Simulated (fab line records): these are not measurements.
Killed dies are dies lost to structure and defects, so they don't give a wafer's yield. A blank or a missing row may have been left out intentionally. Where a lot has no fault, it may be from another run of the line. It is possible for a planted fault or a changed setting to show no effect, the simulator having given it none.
Which tool is to blame? | flow nand_harc | 24 lots, 72 wafers sampled, at 6 steps of a route of 1159

== WHAT THE GAUGES READ, wafer by wafer ==
NHARC_A_CONTACT_OVL_MEAS_09.
lot  | measured     | on         | overlay_x_nm (nm) | overlay_y_nm (nm)
L075 | day 16 19:35 | overlay-01 | -0.3 -0.7 -0.9    | 0.0 0.1 0.5
L074 | day 17 01:29 | overlay-01 | -0.6 -0.7 -0.4    | 0.2 -0.6 -0.7
L077 | day 17 12:29 | overlay-02 | 1.1 0.1 -0.2      | 0.1 0.0 0.3
L076 | day 17 14:16 | overlay-02 | -0.6 0.0 -0.6     | -0.7 -0.9 -0.7
L078 | day 17 21:35 | overlay-02 | -0.4 -0.3 -0.7    | 0.1 -0.1 -0.2
L080 | day 18 03:01 | overlay-01 | 0.9 0.8 0.3       | 0.4 0.6 1.0
L079 | day 18 04:10 | overlay-02 | 0.4 0.3 0.4       | 1.4 1.7 1.0
L083 | day 18 17:13 | overlay-01 | 0.1 0.1 0.3       | 1.2 1.2 1.4
L082 | day 18 22:25 | overlay-02 | -0.8 -1.1 -1.1    | -1.4 -1.1 -1.2
L081 | day 19 05:44 | overlay-01 | -0.7 -0.8 -1.3    | 0.9 0.6 0.7
L085 | day 19 07:08 | overlay-01 | -0.2 -0.2 0.1     | 0.2 0.1 0.4
L084 | day 19 09:24 | overlay-01 | -0.2 -0.5 0.1     | -0.1 0.0 -0.1
L088 | day 19 20:10 | overlay-02 | 0.0 0.0 0.2       | 1.6 1.5 1.3
L087 | day 19 23:46 | overlay-02 | 1.2 0.9 0.7       | 0.9 0.3 0.9
L090 | day 20 07:52 | overlay-02 | -0.6 -1.7 -1.1    | -0.3 0.3 0.1
L086 | day 20 10:40 | overlay-02 | 0.0 0.1 1.1       | 0.4 0.2 0.2
L089 | day 20 15:56 | overlay-02 | 0.0 0.2 0.2       | 0.5 0.5 0.3
L091 | day 21 08:16 | overlay-01 | 0.5 -0.1 0.7      | 1.8 1.5 1.7
L092 | day 21 10:28 | overlay-01 | 0.5 -0.2 -0.6     | 2.1 2.1 2.4
L093 | day 21 12:01 | overlay-02 | 1.0 0.8 0.8       | -0.5 -0.1 -0.3
L094 | day 22 12:39 | overlay-02 | 0.2 0.2 0.1       | -0.9 -1.2 -1.4
L096 | day 22 11:15 | overlay-02 | 0.2 -0.3 -0.7     | -0.1 0.5 0.0
L095 | day 22 13:50 | overlay-02 | 0.3 0.6 0.5       | 0.1 0.3 -0.3
L097 | day 23 00:08 | overlay-02 | 0.0 -0.7 -0.5     | -0.5 -1.1 -1.1

NHARC_A_BLC_INSPECT_12.
lot  | measured     | on                | raw_defect_count
L075 | day 17 02:36 | defect_inspect-01 | 21 33 29
L074 | day 17 11:51 | defect_inspect-01 | 18 16 15
L077 | day 17 21:50 | defect_inspect-01 | 25 25 15
L076 | day 18 00:49 | defect_inspect-01 | 31 37 24
L078 | day 18 05:22 | defect_inspect-01 | 24 23 16
L080 | day 18 13:11 | defect_inspect-01 | 37 36 31
L079 | day 18 14:22 | defect_inspect-01 | 6 16 9
L083 | day 19 01:41 | defect_inspect-01 | 39 26 43
L082 | day 19 03:52 | defect_inspect-02 | 11 15 8
L081 | day 19 12:28 | defect_inspect-01 | 11 8 14
L085 | day 19 15:56 | defect_inspect-01 | 24 39 23
L084 | day 19 17:33 | defect_inspect-01 | 31 24 36
L088 | day 20 01:34 | defect_inspect-02 | 15 14 23
L087 | day 20 05:54 | defect_inspect-02 | 36 27 30
L090 | day 20 18:46 | defect_inspect-01 | 52 32 38
L086 | day 20 20:22 | defect_inspect-02 | 51 45 51
L089 | day 20 21:47 | defect_inspect-01 | 33 34 34
L091 | day 21 19:42 | defect_inspect-02 | 22 10 16
L092 | day 21 20:34 | defect_inspect-02 | 38 44 34
L093 | day 21 20:49 | defect_inspect-02 | 56 46 50
L094 | day 23 00:01 | defect_inspect-01 | 13 19 19
L096 | day 22 19:44 | defect_inspect-02 | 50 49 41
L095 | day 23 00:46 | defect_inspect-01 | 19 20 24
L097 | day 23 07:50 | defect_inspect-02 | 36 31 35

NHARC_A_BLC_CD_MEAS_19.
lot  | measured     | on        | cd_nm (nm)
L075 | day 17 03:38 | cd_sem-01 | 99.6 97.8 96.7
L074 | day 17 12:57 | cd_sem-01 | 99.8 97.2 96.3
L077 | day 17 22:52 | cd_sem-02 | 95.7 99.2 103.1
L076 | day 18 01:51 | cd_sem-01 | 100.1 99.2 101.8
L078 | day 18 06:23 | cd_sem-01 | 100.2 97.6 95.2
L080 | day 18 14:13 | cd_sem-01 | 99.3 98.5 103.5
L079 | day 18 15:24 | cd_sem-02 | 97.0 100.1 98.9
L083 | day 19 02:55 | cd_sem-03 | 99.6 96.1 103.5
L082 | day 19 04:53 | cd_sem-03 | 96.1 99.1 99.8
L081 | day 19 13:30 | cd_sem-02 | 98.3 101.8 100.6
L085 | day 19 16:58 | cd_sem-02 | 98.5 96.5 96.5
L084 | day 19 18:55 | cd_sem-03 | 96.6 99.4 97.9
L088 | day 20 02:49 | cd_sem-02 | 101.5 101.8 97.0
L087 | day 20 06:56 | cd_sem-03 | 95.7 96.7 98.3
L090 | day 20 19:47 | cd_sem-01 | 100.3 102.8 99.7
L086 | day 20 21:27 | cd_sem-02 | 98.1 98.4 96.4
L089 | day 20 22:49 | cd_sem-03 | 105.0 99.1 100.3
L091 | day 21 20:44 | cd_sem-01 | 99.2 100.3 99.2
L092 | day 21 21:41 | cd_sem-02 | 100.4 98.5 99.0
L093 | day 21 21:53 | cd_sem-01 | 96.9 100.5 96.5
L094 | day 23 01:02 | cd_sem-03 | 97.7 103.2 98.0
L096 | day 22 20:46 | cd_sem-01 | 99.3 101.5 96.6
L095 | day 23 01:47 | cd_sem-03 | 99.8 99.0 97.4
L097 | day 23 08:52 | cd_sem-03 | 98.2 101.8 98.3

NHARC_A_M0_THK_MEAS_24: measures by xrf.
lot  | measured     | on            | thk_nm (nm)
L075 | day 17 13:45 | film_metro-02 | 115.6 114.0 115.1
L074 | day 17 22:53 | film_metro-01 | 114.2 115.9 119.0
L077 | day 18 07:14 | film_metro-01 | 113.2 111.3 114.6
L076 | day 18 13:10 | film_metro-01 | 111.7 117.7 113.6
L078 | day 18 16:28 | film_metro-01 | 111.9 115.2 112.9
L080 | day 18 20:56 | film_metro-02 | 111.9 115.1 114.3
L079 | day 18 21:14 | film_metro-01 | 111.8 113.7 116.3
L083 | day 19 08:19 | film_metro-01 | 114.2 115.3 113.7
L082 | day 19 14:27 | film_metro-01 | 115.1 114.4 114.1
L081 | day 19 20:56 | film_metro-01 | 111.1 113.0 114.3
L085 | day 19 22:28 | film_metro-02 | 113.0 115.9 114.1
L084 | day 20 00:40 | film_metro-01 | 116.7 114.1 113.8
L088 | day 20 08:09 | film_metro-01 | 111.7 115.8 114.6
L087 | day 20 12:25 | film_metro-01 | 110.7 113.0 110.3
L090 | day 21 01:13 | film_metro-02 | 112.9 110.9 112.8
L086 | day 21 02:45 | film_metro-02 | 114.6 112.2 112.7
L089 | day 21 04:32 | film_metro-02 | 116.8 114.5 113.8
L091 | day 22 02:53 | film_metro-01 | 114.0 113.3 115.1
L092 | day 22 03:56 | film_metro-01 | 114.0 113.8 112.9
L093 | day 22 04:40 | film_metro-02 | 116.0 113.8 114.9
L094 | day 23 09:15 | film_metro-01 | 114.7 117.2 115.8
L096 | day 23 04:34 | film_metro-02 | 111.6 115.6 113.7
L095 | day 23 09:49 | film_metro-02 | 115.2 116.4 114.4
L097 | day 23 16:23 | film_metro-01 | 113.8 114.4 115.6

== EACH LOT AND THE TOOL THAT RAN IT (in order: tool; ch and the chambers of the sampled wafers; start) ==
lot  | NHARC_A_CONTACT_ETCH_130             | NHARC_A_CONTACT_ETCH_137
L075 | har_cap_etch-02 ch 0,1, day 16 15:19 | har_cap_etch-03 ch 0,1, day 16 21:37
L074 | har_cap_etch-02 ch 0,1, day 16 20:33 | har_cap_etch-02 ch 0, day 17 03:12
L077 | har_cap_etch-01 ch 0,1, day 17 06:34 | har_cap_etch-01 ch 0,1, day 17 14:07
L076 | har_cap_etch-02 ch 0,1, day 17 08:49 | har_cap_etch-01 ch 0,1, day 17 15:51
L078 | har_cap_etch-02 ch 0,1, day 17 17:15 | har_cap_etch-02 ch 1, day 17 23:26
L080 | har_cap_etch-03 ch 0,1, day 17 22:50 | har_cap_etch-01 ch 0,1, day 18 04:39
L079 | har_cap_etch-01 ch 0,1, day 17 23:00 | har_cap_etch-02 ch 0,1, day 18 05:47
L083 | har_cap_etch-01 ch 0,1, day 18 12:17 | har_cap_etch-02 ch 0,1, day 18 19:47
L082 | har_cap_etch-02 ch 0,1, day 18 16:25 | har_cap_etch-01 ch 0,1, day 18 23:57
L081 | har_cap_etch-02 ch 0,1, day 19 01:20 | har_cap_etch-02 ch 0,1, day 19 07:17
L085 | har_cap_etch-03 ch 0,1, day 19 03:02 | har_cap_etch-02 ch 0,1, day 19 08:40
L084 | har_cap_etch-01 ch 0,1, day 19 04:46 | har_cap_etch-02 ch 0,1, day 19 10:58
L088 | har_cap_etch-03 ch 0,1, day 19 15:56 | har_cap_etch-01 ch 0,1, day 19 21:46
L087 | har_cap_etch-01 ch 0,1, day 19 18:16 | har_cap_etch-03 ch 0,1, day 20 01:25
L090 | har_cap_etch-02 ch 0,1, day 20 02:50 | har_cap_etch-02 ch 0,1, day 20 09:25
L086 | har_cap_etch-03 ch 0,1, day 20 06:31 | har_cap_etch-03 ch 0, day 20 12:14
L089 | har_cap_etch-01 ch 0,1, day 20 11:46 | har_cap_etch-01 ch 0,1, day 20 17:28
L091 | har_cap_etch-01 ch 0,1, day 20 23:45 | har_cap_etch-01 ch 0,1, day 21 09:48
L092 | har_cap_etch-03 ch 0,1, day 21 04:07 | har_cap_etch-03 ch 0,1, day 21 12:01
L093 | har_cap_etch-02 ch 0,1, day 21 05:57 | har_cap_etch-02 ch 0,1, day 21 13:37
L094 | har_cap_etch-01 ch 0,1, day 22 05:41 | har_cap_etch-01 ch 0,1, day 22 14:12
L096 | har_cap_etch-03 ch 0,1, day 22 05:57 | har_cap_etch-03 ch 0,1, day 22 12:50
L095 | har_cap_etch-02 ch 0,1, day 22 09:05 | har_cap_etch-03 ch 0,1, day 22 16:59
L097 | har_cap_etch-02 ch 0,1, day 22 19:57 | har_cap_etch-02 ch 0,1, day 23 01:44
- NHARC_A_CONTACT_ETCH_130: etches the open film in C4F8/O2/Ar, time 155 s, target depth 956 nm.
- NHARC_A_CONTACT_ETCH_137: etches the open film in C4F8/O2/Ar, time 132 s, target depth 1287 nm.

== AS READ BY THE TOOLS THEMSELVES (means over the sampled wafers that have a number; for cases with no such wafer, the mark the record gives instead) ==
The record holds no such reading with a usual standard deviation.

== THE ANSWER, worked out from the rows above alone ==
Rule: what is usual is taken from the lots themselves. Put in order of their means at a reading, lots are off if they are a third of the lots or fewer, leave a main group of 4 or more, and stand apart from it by a gap of 3 or more times the standard deviation of the main group's means; of several such gaps the widest counts. Not used: any main group whose means are identical at the precision the tables above print for the reading. Also off: a lot with no number at a reading for which 4 or more lots have one. The other lots that the step has rows for count as sound. First the gauges in route order, then the tools' own readings, where a lot's mean is used as printed above. At the first step where some lot is off, the reading lying furthest off is the one used; lots without a number count as furthest.
Nothing can be told from this: no lot is off at any reading shown.

== WHAT THE SIMULATOR HAD PUT IN ==
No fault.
